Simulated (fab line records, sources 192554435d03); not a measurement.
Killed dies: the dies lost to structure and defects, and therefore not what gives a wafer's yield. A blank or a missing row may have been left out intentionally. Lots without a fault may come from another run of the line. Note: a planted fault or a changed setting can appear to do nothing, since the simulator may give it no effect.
The tool behind it: which one? | flow n5-finfet | 11 lots, 32 wafers sampled, at 2 steps of a route of 1938

== WHAT THE GAUGES SHOWED, per wafer ==
N5_BEOL_M7_OCD_MEAS_38. Usual: 93.6 nm for trench-depth-nm, sd 1.5.
lot  | measured     | on     | trench-depth-nm (nm) | flag
L980 | day 9 09:22  | ocd-01 | 92.6 91.3 91.4       |
L982 | day 9 14:11  | ocd-02 | 91.8 91.1 93.3       |
L981 | day 9 21:13  | ocd-01 | 96.8 95.5 95.9       |
L983 | day 9 23:01  | ocd-01 | 93.7 93.6            |
L984 | day 10 03:32 | ocd-01 | 93.3 92.9 92.5       |
L994 | day 12 14:31 | ocd-01 | 94.7 95.0 94.6       |
L996 | day 12 23:31 | ocd-01 | 93.0 93.3 94.0       |
L998 | day 13 20:54 | ocd-01 | 94.3 95.4 95.1       |
L100 | day 14 03:18 | ocd-02 | 91.5 92.8 92.9       |
L999 | day 14 03:41 | ocd-02 | 92.7 93.7 93.2       |
L103 | day 15 00:02 | ocd-02 | 94.7 95.2 94.9       |

== WHICH TOOL RAN EACH LOT (tool, then ch and the chambers of the sampled wafers, then the start) ==
lot  | N5_BEOL_M7_TRENCH_ETCH_37
L980 | rie-diel-05 ch 0,1, day 9 09:22 or earlier
L982 | rie-diel-05 ch 0,1,3, day 9 14:11 or earlier
L981 | rie-diel-04 ch 0,1,3, day 9 21:13 or earlier
L983 | rie-diel-01 ch 1,2, day 9 23:01 or earlier
L984 | rie-diel-01 ch 1,2,3, day 10 03:32 or earlier
L994 | rie-diel-04 ch 0,2,3, day 12 14:31 or earlier
L996 | rie-diel-01 ch 0,1,3, day 12 23:31 or earlier
L998 | rie-diel-04 ch 1,2,3, day 13 20:54 or earlier
L100 | rie-diel-01 ch 1,2,3, day 14 03:18 or earlier
L999 | rie-diel-01 ch 0,1,3, day 14 03:41 or earlier
L103 | rie-diel-04 ch 0,1, day 15 00:02 or earlier
- N5_BEOL_M7_TRENCH_ETCH_37: etches SiCOH lowk in C4F6/O2, target depth 93.478 nm, time 31.2 s.

== AS READ BY THE TOOLS THEMSELVES (means over the sampled wafers that have a number; for cases with no such wafer, the mark the record gives instead) ==
N5_BEOL_M7_TRENCH_ETCH_37. Usual: drypump-motor-current-A 5.8 A, standard deviation 0.42; oes-product-au 0.79 a.u., standard deviation 0.062; rf-fwd-power-W 340.4 W, standard deviation 1.4; rf-vpp-V 662 V, standard deviation 13; showerhead-plenum-p-Torr 2.86 Torr, standard deviation 0.083; throttle-valve-pct 20.91 %, standard deviation 0.16.
lot  | tool        | drypump-motor-current-A (A) | oes-product-au (a.u.) | rf-fwd-power-W (W) | rf-vpp-V (V) | showerhead-plenum-p-Torr (Torr) | throttle-valve-pct (%) | flag
L980 | rie-diel-05 | 6.0                         | 0.87                  | 341.9              | 671          | 2.86                            | 20.92                  |
L982 | rie-diel-05 | 6.1                         | 0.80                  | 341.2              | 660          | 2.86                            | 20.92                  |
L981 | rie-diel-04 | 5.6                         | 0.84                  | 339.6              | 662          | 2.95                            | 20.83                  |
L983 | rie-diel-01 | 5.7                         | 0.80                  | 339.5              | 650          | 2.77                            | 20.91                  |
L984 | rie-diel-01 | 5.8                         | 0.79                  | 339.4              | 654          | 2.80                            | 20.90                  |
L994 | rie-diel-04 | 5.5                         | 0.82                  | 341.6              | 667          | 2.96                            | 20.76                  |
L996 | rie-diel-01 | 6.2                         | 0.75                  | 340.4              | 659          | 2.84                            | 20.84                  |
L998 | rie-diel-04 | 5.7                         | 0.84                  | 340.9              | 672          | 3.00                            | 20.78                  |
L100 | rie-diel-01 | 5.9                         | 0.76                  | 340.0              | 653          | 2.79                            | 20.96                  |
L999 | rie-diel-01 | 6.2                         | 0.74                  | 339.2              | 658          | 2.84                            | 20.85                  |
L103 | rie-diel-04 | 5.6                         | 0.78                  | 340.0              | 659          | 2.93                            | 20.97                  |

== THE ANSWER, worked out from the rows above alone ==
Rule: take the mean of a lot's wafers that have a number; if it is more than 3 standard deviations from the usual mean, the lot is off. Also off: a lot with no number at a reading for which 4 or more lots have one. Any other lot the step has rows for is counted as sound. Order of review: gauges by route order, followed by the tools' own readings, for which a lot's mean as printed above is used. The first step at which some lot is off is used, and at that step the reading that is off furthest; a lot without a number counts as furthest.
None of the lots is off at any reading shown; this tells nothing.

== WHAT THE SIMULATOR PUT IN ==
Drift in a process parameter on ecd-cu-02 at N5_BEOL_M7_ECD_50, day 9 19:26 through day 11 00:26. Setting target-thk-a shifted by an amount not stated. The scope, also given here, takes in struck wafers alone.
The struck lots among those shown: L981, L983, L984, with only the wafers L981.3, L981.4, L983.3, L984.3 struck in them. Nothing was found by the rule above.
